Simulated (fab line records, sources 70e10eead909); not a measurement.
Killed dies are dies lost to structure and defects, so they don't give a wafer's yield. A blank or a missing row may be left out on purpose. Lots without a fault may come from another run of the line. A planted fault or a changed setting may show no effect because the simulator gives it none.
Which tool did it? | flow nand_harc | 13 lots, 36 wafers sampled, at 6 steps of a route of 1159

WHAT THE GAUGES READ, wafer by wafer
NHARC_A_CONTACT_OVL_MEAS_09.
lot  | measured     | on         | overlay_x_nm (nm) | overlay_y_nm (nm)
L411 | day 17 03:17 | overlay-01 | 0.0 0.3 0.4       | -0.5 -0.7 -0.6
L413 | day 17 08:33 | overlay-02 | 0.8 1.0 0.8       | -0.8 -1.1 -0.5
L412 | day 17 10:56 | overlay-02 | -0.1 -0.7 -0.7    | 1.2 1.4 1.5
L416 | day 18 06:43 | overlay-01 | 0.6 -0.5 -0.2     | -1.5 -1.5 -1.4
L415 | day 18 12:31 | overlay-01 | 0.0 0.0 -0.5      | 0.3 0.9 0.4
L417 | day 19 05:38 | overlay-01 | -1.3 -0.6 -1.2    | 1.4 0.9 1.5
L421 | day 19 11:25 | overlay-01 | 0.0               | -1.4
L424 | day 19 21:41 | overlay-01 | -2.0 -2.2         | -0.4 -0.7
L426 | day 20 12:53 | overlay-01 | -1.5 -1.2 -1.1    | 1.1 0.6 0.7
L427 | day 20 18:34 | overlay-02 | 0.8 0.4 0.8       | 0.8 0.0 0.4
L428 | day 20 18:25 | overlay-01 | 0.6 1.0 0.6       | -0.4 -0.3 -0.1
L429 | day 21 02:44 | overlay-01 | 1.5 1.3 1.4       | 0.1 -0.4 -0.5
L432 | day 21 20:06 | overlay-01 | 0.4 0.3 0.5       | -0.1 -0.1 -0.4

NHARC_END_SORT_01.
lot  | measured     | on        | killed_at_array | killed_at_other | killed_at_periphery | killed_dies | killed_open | killed_short
L421 | day 22 18:51 | prober-02 | 98              | 0               | 6                   | 104         | 6           | 3
L424 | day 23 06:04 | prober-02 | 86 80           | 0 2             | 3 3                 | 89 85       | 3 4         | 2 2

WHICH TOOL RAN EACH LOT (tool, then ch and the chambers of the sampled wafers, then the start)
lot  | NHARC_A_CONTACT_ETCH_125             | NHARC_A_CONTACT_ETCH_130             | NHARC_A_CONTACT_DESCUM_13          | NHARC_A_CONTACT_ETCH_137
L411 | har_cap_etch-02 ch 0,1, day 16 21:59 | har_cap_etch-02 ch 0,1, day 16 22:41 | rie_diel-01 ch 1,2,3, day 17 03:23 | har_cap_etch-01 ch 0,1, day 17 04:49
L413 | har_cap_etch-03 ch 0,1, day 17 03:16 | har_cap_etch-03 ch 0,1, day 17 03:58 | rie_diel-13 ch 0,1,3, day 17 08:38 | har_cap_etch-01 ch 0,1, day 17 10:04
L412 | har_cap_etch-02 ch 0,1, day 17 06:02 | har_cap_etch-02 ch 0,1, day 17 06:44 | rie_diel-01 ch 1,2, day 17 11:02   | har_cap_etch-03 ch 0,1, day 17 12:40
L416 | har_cap_etch-01 ch 0,1, day 18 00:28 | har_cap_etch-01 ch 0,1, day 18 01:10 | rie_diel-01 ch 0,1,2, day 18 06:50 | har_cap_etch-01 ch 0,1, day 18 08:17
L415 | har_cap_etch-03 ch 0,1, day 18 03:57 | har_cap_etch-03 ch 0,1, day 18 04:40 | rie_diel-01 ch 1,2,3, day 18 12:39 | har_cap_etch-01 ch 0,1, day 18 14:05
L417 | har_cap_etch-01 ch 0,1, day 18 23:53 | har_cap_etch-01 ch 0,1, day 19 00:36 | rie_diel-01 ch 1,3, day 19 05:45   | har_cap_etch-02 ch 0,1, day 19 07:13
L421 | har_cap_etch-03 ch 0, day 19 06:14   | har_cap_etch-03 ch 0, day 19 07:10   | rie_diel-04 ch 3, day 19 18:49     | har_cap_etch-01 ch 0, day 19 20:19
L424 | har_cap_etch-03 ch 0, day 19 15:35   | har_cap_etch-03 ch 0, day 19 16:50   | rie_diel-04 ch 0, day 19 22:20     | har_cap_etch-01 ch 1, day 20 00:07
L426 | har_cap_etch-01 ch 0,1, day 20 06:41 | har_cap_etch-01 ch 0,1, day 20 07:23 | rie_diel-01 ch 0,3, day 20 13:00   | har_cap_etch-03 ch 0,1, day 20 14:32
L427 | har_cap_etch-02 ch 0,1, day 20 12:10 | har_cap_etch-02 ch 0,1, day 20 12:52 | rie_diel-01 ch 1,2, day 20 18:39   | har_cap_etch-03 ch 0,1, day 20 20:09
L428 | har_cap_etch-01 ch 0,1, day 20 12:19 | har_cap_etch-01 ch 0,1, day 20 13:02 | rie_diel-13 ch 0,3, day 20 18:31   | har_cap_etch-01 ch 0,1, day 20 20:00
L429 | har_cap_etch-02 ch 0,1, day 20 21:58 | har_cap_etch-02 ch 0,1, day 20 22:40 | rie_diel-13 ch 2,3, day 21 02:49   | har_cap_etch-02 ch 0,1, day 21 04:17
L432 | har_cap_etch-02 ch 0,1, day 21 14:43 | har_cap_etch-02 ch 0,1, day 21 15:26 | rie_diel-13 ch 0,1,2, day 21 20:20 | har_cap_etch-03 ch 0,1, day 21 21:55
- NHARC_A_CONTACT_ETCH_125: etches the open film in C4F8/O2/Ar, time 155 s, target depth 956 nm.
- NHARC_A_CONTACT_ETCH_130: etches the open film in C4F8/O2/Ar, time 155 s, target depth 956 nm.
- NHARC_A_CONTACT_DESCUM_13: chemistry O2, time 3 s.
- NHARC_A_CONTACT_ETCH_137: etches the open film in C4F8/O2/Ar, time 132 s, target depth 1287 nm.

WHAT THE TOOLS THEMSELVES READ (means of the sampled wafers that have a number; where no wafer has one, the mark that the record gives instead)
NHARC_A_CONTACT_DESCUM_13.
lot  | tool        | drypump_motor_current_A (A) | oes_product_au (a.u.) | rf_vpp_V (V) | showerhead_plenum_p_Torr (Torr) | throttle_valve_pct (%)
L411 | rie_diel-01 | 5.5                         | 0.993                 | 56.7         | 1.81                            | 11.307
L413 | rie_diel-13 | 5.7                         | 0.994                 | 58.6         | 1.91                            | 11.314
L412 | rie_diel-01 | 5.3                         | 0.997                 | 57.4         | 1.81                            | 11.320
L416 | rie_diel-01 | 5.1                         | 0.996                 | 56.9         | 1.88                            | 11.307
L415 | rie_diel-01 | 5.5                         | 0.986                 | 57.7         | 1.81                            | 11.318
L417 | rie_diel-01 | 5.6                         | 1.001                 | 57.9         | 1.80                            | 11.308
L421 | rie_diel-04 | 6.1                         | 1.006                 | 57.4         | 1.81                            | 11.308
L424 | rie_diel-04 | 5.8                         | 1.004                 | 56.6         | 1.77                            | 11.316
L426 | rie_diel-01 | 5.2                         | 0.995                 | 57.3         | 1.92                            | 11.317
L427 | rie_diel-01 | 5.1                         | 0.995                 | 57.9         | 1.82                            | 11.298
L428 | rie_diel-13 | 5.3                         | 1.000                 | 57.3         | 1.87                            | 11.318
L429 | rie_diel-13 | 5.7                         | 0.996                 | 57.8         | 1.91                            | 11.309
L432 | rie_diel-13 | 5.8                         | 0.998                 | 57.2         | 1.84                            | 11.307

THE ANSWER, worked out from the rows above alone
Rule: what is usual is taken from the lots themselves. Put in order of their means at a reading, lots are off if they are a third of the lots or fewer, leave a main group of 4 or more, and stand apart from it by a gap of 3 or more times the standard deviation of the main group's means; of several such gaps the widest counts. A main group whose means are all the same, to the digits that the tables above print for the reading, isn't used. A lot without any number at a reading at which 4 lots or more have one is off too. The other lots that the step has rows for count as sound. The gauges are gone through in route order, then the tools' own readings, and for those a lot's mean is taken as printed above. The first step at which some lot is off is used, and at that step the reading that is off furthest; a lot without a number counts as furthest.
No lot is off at any reading shown: from this, nothing can be told.

WHAT THE SIMULATOR HAD PUT IN
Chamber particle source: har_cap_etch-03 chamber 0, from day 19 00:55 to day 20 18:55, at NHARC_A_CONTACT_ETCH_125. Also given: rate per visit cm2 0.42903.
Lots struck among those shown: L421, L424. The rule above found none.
